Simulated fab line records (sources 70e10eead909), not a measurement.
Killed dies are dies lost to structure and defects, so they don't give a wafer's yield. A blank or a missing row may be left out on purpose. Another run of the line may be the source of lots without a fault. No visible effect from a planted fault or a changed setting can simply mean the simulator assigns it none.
Matching of chambers + flow nand_harc + 3 sister chambers for NHARC_P_M0_PRE_CLEAN_31 on pecvd-01
The step time 12 s. 6 wafers are shown with their chamber, then 7 later ones without.

== EACH WAFER AND ITS CHAMBER ==
| wafer  | chamber | heater_power_w (W) | rf_fwd_power_W (W) |
|--------|---------|--------------------|--------------------|
| L080.4 | 2       | 657                | 293.1              |
| L081.1 | 0       | 713                | 292.4              |
| L081.3 | 1       | 763                | 293.0              |
| L081.6 | 1       | 778                | 294.4              |
| L082.1 | 0       | 626                | 291.4              |
| L082.2 | 2       | 681                | 293.0              |

== WAFERS WITH NO CHAMBER GIVEN ==
| wafer  | heater_power_w (W) | rf_fwd_power_W (W) |
|--------|--------------------|--------------------|
| L082.4 | 628                | 293.1              |
| L083.1 | 690                | 292.7              |
| L083.2 | 747                | 293.1              |
| L083.3 | 673                | 291.1              |
| L088.1 | 675                | 291.5              |
| L088.5 | 726                | 291.9              |
| L088.6 | 741                | 293.2              |

== WHICH CHAMBER EACH ONE RAN IN ==
| wafer  | from the rows above          | in truth |
|--------|------------------------------|----------|
| L082.4 | can't be placed: 2 or 0      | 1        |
| L083.1 | can't be placed: 2 or 0 or 1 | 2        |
| L083.2 | can't be placed: 1 or 2 or 0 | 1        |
| L083.3 | can't be placed: 0 or 2      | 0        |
| L088.1 | can't be placed: 0 or 2      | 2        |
| L088.5 | can't be placed: 0 or 2 or 1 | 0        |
| L088.6 | can't be placed: 1 or 2 or 0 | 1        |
Placed correctly: 0 of 7. Unplaceable from these rows: 7, with the true chamber sitting among the candidates in 6. Wrongly placed: 0.
How it was worked out, from the rows above alone: a wafer's distance from a chamber is the root of the sum, over the readings, of the square of ((its reading less the chamber's mean) divided by the reading's scatter). The wafer belongs to the nearest chamber; if the next one is less than 2 further off, it can't be placed. The mean given for a chamber averages the wafers shown for that chamber. The scatter is the square root of a quotient: the sum, over the shown wafers, of each reading's squared deviation from its chamber's mean, divided by wafers minus chambers.
